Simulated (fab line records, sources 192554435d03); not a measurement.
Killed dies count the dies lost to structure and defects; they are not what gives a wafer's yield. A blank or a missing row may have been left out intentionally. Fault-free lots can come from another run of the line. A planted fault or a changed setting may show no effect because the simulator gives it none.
The tool behind it: which one? + flow n5_finfet + 10 lots, 30 wafers sampled, at 6 steps of a route of 1938

## WHAT EACH GAUGE READ, for each wafer
N5_BEOL_M1_RS_MEAS_58: a four-point-probe measurement.
| lot  | measured     | on            | M1_RS (ohm/sq) |
|------|--------------|---------------|----------------|
| L873 | day 6 19:14  | film_metro-02 | 0.71 0.72 0.69 |
| L874 | day 6 23:56  | film_metro-02 | 0.68 0.69 0.63 |
| L876 | day 7 07:29  | film_metro-02 | 0.64 0.65 0.64 |
| L880 | day 8 12:47  | film_metro-02 | 0.75 0.70 0.67 |
| L883 | day 9 14:37  | film_metro-01 | 0.68 0.70 0.65 |
| L889 | day 10 17:14 | film_metro-01 | 0.69 0.68 0.65 |
| L891 | day 11 02:48 | film_metro-02 | 0.65 0.68 0.67 |
| L892 | day 11 05:43 | film_metro-01 | 0.62 0.66 0.65 |
| L894 | day 11 22:10 | film_metro-02 | 0.70 0.71 0.73 |
| L895 | day 12 00:29 | film_metro-01 | 0.67 0.63 0.64 |

N5_BEOL_M2_THK_MEAS_01.
| lot  | measured     | on            | M2_ILD_THK (nm)   |
|------|--------------|---------------|-------------------|
| L873 | day 6 19:22  | film_metro-01 | 78.0 79.1 78.8    |
| L874 | day 7 00:04  | film_metro-01 | 77.7 79.4 78.8    |
| L876 | day 7 07:37  | film_metro-02 | 79.4 79.9 80.5    |
| L880 | day 8 12:55  | film_metro-01 | 79.3 78.6 78.4    |
| L883 | day 9 14:59  | film_metro-02 | 156.3 157.1 158.0 |
| L889 | day 10 17:36 | film_metro-02 | 158.5 159.5 159.6 |
| L891 | day 11 02:56 | film_metro-01 | 78.7 80.8 80.0    |
| L892 | day 11 05:51 | film_metro-01 | 79.4 80.0 81.6    |
| L894 | day 11 22:17 | film_metro-02 | 79.1 79.7 79.2    |
| L895 | day 12 00:37 | film_metro-01 | 77.5 79.6 79.7    |

N5_BEOL_M4_RC_MEAS_101.
| lot  | measured     | on        | DIBL_N (mV/V)  | DIBL_P (mV/V)  | IOFF_N (nA/um)    | IOFF_P (nA/um)    | ION_N (uA/um) | ION_P (uA/um) | SS_N (mV/dec)  | SS_P (mV/dec)  | VT_N (mV)         | VT_P (mV)            |
|------|--------------|-----------|----------------|----------------|-------------------|-------------------|---------------|---------------|----------------|----------------|-------------------|----------------------|
| L873 | day 8 18:44  | prober-01 | 35.9 35.3 34.9 | 36.2 35.8 36.1 | 0.177 0.163 0.159 | 0.208 0.198 0.204 | 682 679 676   | 458 459 464   | 71.3 71.8 70.8 | 73.9 73.7 73.1 | 246.9 248.9 248.7 | -250.4 -251.5 -252.7 |
| L874 | day 8 20:23  | prober-02 | 33.8 33.5 33.9 | 34.7 34.5 35.1 | 0.143 0.133 0.139 | 0.199 0.186 0.199 | 667 672 663   | 461 464 464   | 71.0 71.5 70.9 | 72.4 72.5 72.8 | 250.9 250.1 250.9 | -250.0 -250.8 -250.2 |
| L876 | day 9 21:12  | prober-01 | 36.6 35.3 37.3 | 36.6 34.7 38.1 | 0.135 0.122 0.162 | 0.175 0.159 0.214 | 670 676 685   | 456 453 469   | 71.2 70.6 71.8 | 72.8 72.6 73.6 | 253.0 253.1 251.9 | -253.4 -254.0 -250.3 |
| L880 | day 10 22:23 | prober-01 | 36.2 37.4 36.8 | 35.5 37.4 36.7 | 0.162 0.183 0.175 | 0.209 0.233 0.224 | 687 680 690   | 467 468 469   | 71.6 71.8 70.5 | 73.1 74.2 73.0 | 246.1 245.8 247.4 | -248.9 -249.6 -248.3 |
| L891 | day 13 17:34 | prober-01 | 36.5 35.8 36.4 | 36.4 35.8 36.3 | 0.174 0.162 0.172 | 0.228 0.218 0.228 | 688 681 677   | 471 469 468   | 71.9 72.0 71.1 | 72.9 72.9 72.5 | 246.3 248.6 245.5 | -248.1 -249.2 -247.2 |
| L892 | day 13 17:28 | prober-02 | 36.1 36.2 35.4 | 36.0 36.6 35.8 | 0.162 0.164 0.149 | 0.183 0.187 0.176 | 675 668 669   | 454 455 452   | 71.9 72.0 71.4 | 73.0 73.8 73.1 | 250.0 248.5 250.2 | -253.1 -255.2 -256.0 |
| L894 | day 14 19:56 | prober-01 | 41.0 37.6 38.4 | 40.4 35.8 36.5 | 0.248 0.157 0.177 | 0.306 0.216 0.238 | 686 667 669   | 469 459 455   | 72.2 72.2 71.4 | 74.8 73.7 74.4 | 245.1 251.9 249.1 | -245.4 -252.3 -249.1 |
| L895 | day 14 22:47 | prober-02 | 35.3 35.2 35.9 | 34.3 34.4 35.3 | 0.134 0.130 0.146 | 0.219 0.216 0.240 | 657 667 678   | 466 471 477   | 71.6 71.4 71.1 | 73.2 72.1 73.7 | 252.8 249.9 251.0 | -247.0 -247.9 -244.7 |

## EACH LOT AND THE TOOL THAT RAN IT (in order: tool; ch and the chambers of the sampled wafers; start)
| lot  | N5_BEOL_M1_ANNEAL_91         | N5_BEOL_M1_DEP_57             | N5_BEOL_M2_ILD_DEP_00           |
|------|------------------------------|-------------------------------|---------------------------------|
| L873 | pvd_sputter-01, day 6 17:35  | pecvd-02 ch 2, day 6 19:09    | pecvd-04 ch 1,2, day 6 19:18    |
| L874 | pvd_sputter-01, day 6 22:18  | pecvd-03 ch 0,1, day 6 23:52  | pecvd-04 ch 0,1,2, day 6 23:59  |
| L876 | pvd_sputter-03, day 7 05:52  | pecvd-02 ch 0,2, day 7 07:25  | pecvd-03 ch 0,1, day 7 07:33    |
| L880 | pvd_sputter-01, day 8 11:10  | pecvd-03 ch 0,1, day 8 12:43  | pecvd-03 ch 0,1, day 8 12:51    |
| L883 | pvd_sputter-02, day 9 12:58  | pecvd-02 ch 0,1, day 9 14:32  | pecvd-03 ch 0,1,2, day 9 14:41  |
| L889 | pvd_sputter-02, day 10 15:37 | pecvd-01 ch 0,1, day 10 17:10 | pecvd-04 ch 1,2, day 10 17:18   |
| L891 | pvd_sputter-02, day 11 01:10 | pecvd-03 ch 0,2, day 11 02:44 | pecvd-02 ch 0,1, day 11 02:52   |
| L892 | pvd_sputter-02, day 11 04:05 | pecvd-01 ch 0,1, day 11 05:39 | pecvd-03 ch 0,2, day 11 05:47   |
| L894 | pvd_sputter-01, day 11 20:30 | pecvd-02 ch 1,2, day 11 22:04 | pecvd-03 ch 0,1,2, day 11 22:13 |
| L895 | pvd_sputter-02, day 11 22:51 | pecvd-03 ch 0,1, day 12 00:25 | pecvd-04 ch 0,1, day 12 00:33   |
- N5_BEOL_M1_ANNEAL_91: time 240 s.
- N5_BEOL_M1_DEP_57: deposits SiCN from 3MS/NH3, target thk 8 nm, time 14 s.
- N5_BEOL_M2_ILD_DEP_00: deposits SiOC from DEMS/O2, target thk 79 nm, time 15.3 s.

## AS READ BY THE TOOLS THEMSELVES (means over the sampled wafers that have a number; for cases with no such wafer, the mark the record gives instead)
N5_BEOL_M1_ANNEAL_91.
| lot  | tool           | heater_power_w (W) |
|------|----------------|--------------------|
| L873 | pvd_sputter-01 | 870                |
| L874 | pvd_sputter-01 | 772                |
| L876 | pvd_sputter-03 | 802                |
| L880 | pvd_sputter-01 | 784                |
| L883 | pvd_sputter-02 | 806                |
| L889 | pvd_sputter-02 | 917                |
| L891 | pvd_sputter-02 | 904                |
| L892 | pvd_sputter-02 | 877                |
| L894 | pvd_sputter-01 | 771                |
| L895 | pvd_sputter-02 | 802                |

N5_BEOL_M1_DEP_57.
| lot  | tool     | showerhead_plenum_p_Torr (Torr) | throttle_valve_pct (%) |
|------|----------|---------------------------------|------------------------|
| L873 | pecvd-02 | 3.690                           | 9.1                    |
| L874 | pecvd-03 | 3.668                           | 9.2                    |
| L876 | pecvd-02 | 3.669                           | 9.1                    |
| L880 | pecvd-03 | 3.669                           | 9.2                    |
| L883 | pecvd-02 | 3.657                           | 9.6                    |
| L889 | pecvd-01 | 3.666                           | 8.8                    |
| L891 | pecvd-03 | 3.662                           | 8.5                    |
| L892 | pecvd-01 | 3.667                           | 9.3                    |
| L894 | pecvd-02 | 3.680                           | 9.0                    |
| L895 | pecvd-03 | 3.679                           | 9.8                    |

N5_BEOL_M2_ILD_DEP_00.
| lot  | tool     | heater_power_w (W) | showerhead_plenum_p_Torr (Torr) | throttle_valve_pct (%) |
|------|----------|--------------------|---------------------------------|------------------------|
| L873 | pecvd-04 | 473                | 5.713                           | 12.2                   |
| L874 | pecvd-04 | 484                | 5.702                           | 11.9                   |
| L876 | pecvd-03 | 421                | 5.702                           | 13.0                   |
| L880 | pecvd-03 | 436                | 5.696                           | 12.9                   |
| L883 | pecvd-03 | 461                | 5.696                           | 12.1                   |
| L889 | pecvd-04 | 487                | 5.711                           | 12.2                   |
| L891 | pecvd-02 | 464                | 5.691                           | 12.7                   |
| L892 | pecvd-03 | 490                | 5.698                           | 11.3                   |
| L894 | pecvd-03 | 439                | 5.700                           | 12.2                   |
| L895 | pecvd-04 | 509                | 5.711                           | 12.3                   |

## THE ANSWER, worked out from the rows above alone
Rule: usual is defined by the lots themselves. Put in order of their means at a reading, lots are off if they are a third of the lots or fewer, leave a main group of 4 or more, and stand apart from it by a gap of 3 or more times the standard deviation of the main group's means; of several such gaps the widest counts. If all means in a main group match to the digits the tables above print for the reading, that group is not used. Also off: a lot with no number at a reading for which 4 or more lots have one. Where the step has rows for the other lots, those lots are counted as sound. First the gauges in route order, then the tools' own readings, where a lot's mean is used as printed above. The first step at which some lot is off is used, and at that step the reading that is off furthest; a lot without a number counts as furthest.
Off: L883, L889, seen at N5_BEOL_M2_THK_MEAS_01 (M2_ILD_THK). For the main group the mean is 79.3 nm and the standard deviation 0.62.
If a tool, at a process step before that reading, ran all the lots that are off and no sound lot after the first of them, it fits. Those tools and the gauges at N5_BEOL_M2_THK_MEAS_01 are tried in the same way. No candidate that was tried fits.

## WHAT WAS PUT IN BY THE SIMULATOR
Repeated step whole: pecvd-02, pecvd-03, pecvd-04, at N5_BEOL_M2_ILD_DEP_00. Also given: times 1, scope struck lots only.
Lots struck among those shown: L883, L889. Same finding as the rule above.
